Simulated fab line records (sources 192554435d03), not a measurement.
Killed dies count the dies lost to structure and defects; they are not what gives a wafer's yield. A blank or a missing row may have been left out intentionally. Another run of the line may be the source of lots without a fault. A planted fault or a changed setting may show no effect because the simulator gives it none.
Split-lot trial + flow n5 finfet + 7 lots, 39 wafers read, on a route of 1938 steps

ABOUT THE SPLIT
At N5_FIN_SAQP_HM_DEP_03 (deposits SiNx from SiH4/NH3/N2, target thk 38 nm, time 33.6 s), the setting time s was moved away from the recipe's 33.6 s on 18 of the 39 wafers read, by -13.0% to +13.0%. For the rest of the wafers, this setting stayed at what the recipe calls for.

FROM THE SPLIT TO THE READING: what the file shows between them, 9 steps
- N5_FIN_SAQP_THK_MEAS_05
- N5_FIN_SAQP_PECVD_47: deposits a-Si from SiH4/He, target thk 45 nm, time 36.3 s
- N5_FIN_SAQP_PECVD_48: deposits SiNx from SiH4/NH3/N2, target thk 25 nm, time 22.1 s
- N5_FIN_SAQP_ETCH_57: etches SiNx in CH3F/O2, target depth 32.5 nm, time 46.4 s
- N5_FIN_SAQP_ETCH_65: etches SiO2 in CF4, target depth 4 nm, time 4.4 s
- N5_FIN_SAQP_MANDREL_ETCH_58: etches a-Si in HBr/Cl2, stops on SiNx, target depth 45 nm, bt time 10 s, time 27 s
- N5_FIN_SAQP_RECESS_63: chemistry HF/NH3, target SiO2, target depth 18 nm, afs cycles 3, sublimation time 60 s
- N5_FIN_SAQP_COAT_68: time 60 s, resist thk 100 nm
- N5_FIN_SAQP_MANDREL2_REMOVE_60: chemistry HBr/Cl2/O2, target a-Si, stops on SiNx, bt time 10 s

THE READING
etch.depth nm (the simulator's own value, which no gauge read), in nm, at N5_FIN_SAQP_HM_OPEN_33 (chemistry CH3F/O2, target SiNx, target depth 49.4 nm, time 70.6 s). The file does not state a usual value for it. The 21 wafers here that ran the recipe average 37.83 nm, standard deviation 0.3 nm.

| wafer  | tool, chamber at the split | time s as run, s | against the recipe | etch.depth nm, nm | against lot-mates on the recipe |
|--------|----------------------------|------------------|--------------------|-------------------|---------------------------------|
| L074.1 | pecvd-03, 2                | 33.6             | recipe             | 37.83             | -                               |
| L074.2 | pecvd-03, 1                | 33.6             | recipe             | 38.25             | -                               |
| L074.3 | pecvd-03, 0                | 33.6             | recipe             | 37.77             | -                               |
| L074.4 | pecvd-03, 1                | 29.22            | -13.0%             | 33.09             | -4.86                           |
| L074.5 | pecvd-03, 0                | 29.22            | -13.0%             | 33.34             | -4.61                           |
| L074.6 | pecvd-03, 2                | 29.22            | -13.0%             | 32.78             | -5.17                           |
| L078.1 | pecvd-03, 0                | 37.98            | +13.0%             | 42.39             | +4.51                           |
| L078.2 | pecvd-03, 2                | 33.6             | recipe             | 37.45             | -                               |
| L078.3 | pecvd-03, 1                | 33.6             | recipe             | 37.9              | -                               |
| L078.4 | pecvd-03, 2                | 37.98            | +13.0%             | 43.07             | +5.19                           |
| L078.5 | pecvd-03, 0                | 33.6             | recipe             | 38.3              | -                               |
| L078.6 | pecvd-03, 1                | 37.98            | +13.0%             | 43.31             | +5.43                           |
| L079.1 | pecvd-03, 2                | 37.64            | +12.0%             | 41.48             | +3.73                           |
| L079.2 | pecvd-03, 0                | 33.6             | recipe             | 37.54             | -                               |
| L079.3 | pecvd-03, 1                | 33.6             | recipe             | 37.77             | -                               |
| L079.4 | pecvd-03, 2                | 37.64            | +12.0%             | 42.45             | +4.70                           |
| L079.5 | pecvd-03, 1                | 37.64            | +12.0%             | 42.61             | +4.86                           |
| L079.6 | pecvd-03, 0                | 33.6             | recipe             | 37.93             | -                               |
| L083.1 | pecvd-03, 2                | 33.6             | recipe             | 37.74             | -                               |
| L083.2 | pecvd-03, 1                | 36.54            | +8.7%              | 41.36             | +3.37                           |
| L083.3 | pecvd-03, 0                | 33.6             | recipe             | 37.74             | -                               |
| L083.4 | pecvd-03, 2                | 36.54            | +8.7%              | 41.24             | +3.25                           |
| L083.5 | pecvd-03, 1                | 33.6             | recipe             | 38.49             | -                               |
| L083.6 | pecvd-03, 0                | 36.54            | +8.7%              | 41.95             | +3.96                           |
| L087.1 | pecvd-02, 2                | 33.6             | recipe             | 37.74             | -                               |
| L087.2 | pecvd-02, 0                | 33.6             | recipe             | 37.62             | -                               |
| L087.3 | pecvd-02, 1                | 33.6             | recipe             | 37.58             | -                               |
| L087.4 | pecvd-02, 2                | 36.36            | +8.2%              | 41.71             | +4.06                           |
| L087.5 | pecvd-02, 1                | 36.36            | +8.2%              | 41.2              | +3.55                           |
| L087.6 | pecvd-02, 0                | 36.36            | +8.2%              | 41                | +3.35                           |
| L088.2 | pecvd-03, 1                | 33.6             | recipe             | 37.89             | -                               |
| L088.4 | pecvd-03, 0                | 33.6             | recipe             | 38.08             | -                               |
| L088.5 | pecvd-03, 2                | 33.6             | recipe             | 38.09             | -                               |
| L095.1 | pecvd-03, 0                | 33.6             | recipe             | 37.19             | -                               |
| L095.2 | pecvd-03, 1                | 33.6             | recipe             | 37.51             | -                               |
| L095.3 | pecvd-03, 2                | 36.04            | +7.3%              | 39.85             | +2.30                           |
| L095.4 | pecvd-03, 0                | 36.04            | +7.3%              | 40.5              | +2.95                           |
| L095.5 | pecvd-03, 2                | 36.04            | +7.3%              | 40.36             | +2.81                           |
| L095.6 | pecvd-03, 1                | 33.6             | recipe             | 37.94             | -                               |

FIT RESULTS
A straight line over all 39 wafers: etch.depth nm changes by +0.378 nm for each +1% of time s; r = +0.99; the points scatter about the line by 0.38 nm.
The same after taking each lot's own level away (the mean of its wafers on the recipe; 39 wafers): +0.384 nm for each +1%; r = +0.99; scatter 0.34 nm.
That fit puts the effect of the largest move of time s on the reading at 5 nm.
Measured against the standard deviation above, the lots' own levels, which go from 37.547 to 38.020 nm, span 1.6 times it.
Consequently the slope shifts little with the lot-to-lot level, the two slopes agreeing.
Check: -4.98 nm against its lot-mates is what the line predicts for one of the wafers moved furthest among these (-13.0%) when that wafer is left out of the fit. Against them it came out at -4.86 nm.

THE WHOLE CHAIN: every reading that the file lists as answering this split, in the file's order
| step                        | what it does                                                                       | reading                                                                            | change (the file's fit)               | r (the file's) |
|-----------------------------|------------------------------------------------------------------------------------|------------------------------------------------------------------------------------|---------------------------------------|----------------|
| N5_FIN_SAQP_HM_DEP_03       | deposits SiNx from SiH4/NH3/N2, target thk 38 nm, time 33.6 s                      | SiNx_of_FIN_SAQP_HM_DEP_03.thk nm (the simulator's own value, which no gauge read) | +0.384 nm for each +1% of the setting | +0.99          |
| N5_FIN_SAQP_THK_MEAS_05     |                                                                                    | thk nm                                                                             | withheld for each +1% of the setting  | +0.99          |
| N5_FIN_SAQP_MANDREL_ETCH_58 | etches a-Si in HBr/Cl2, stops on SiNx, target depth 45 nm, bt time 10 s, time 27 s | SiNx_of_FIN_SAQP_HM_DEP_03.thk nm (the simulator's own value, which no gauge read) | +0.385 nm for each +1% of the setting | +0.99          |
| N5_FIN_SAQP_HM_OPEN_33      | chemistry CH3F/O2, target SiNx, target depth 49.4 nm, time 70.6 s                  | etch rf on time s                                                                  | withheld for each +1% of the setting  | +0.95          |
| N5_FIN_SAQP_HM_OPEN_33      | chemistry CH3F/O2, target SiNx, target depth 49.4 nm, time 70.6 s                  | etch.depth nm (the simulator's own value, which no gauge read)                     | +0.386 nm for each +1% of the setting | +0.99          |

THE FILE'S OWN FIT
etch.depth nm changes by +0.386 nm for each +1% of time s, r = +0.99.
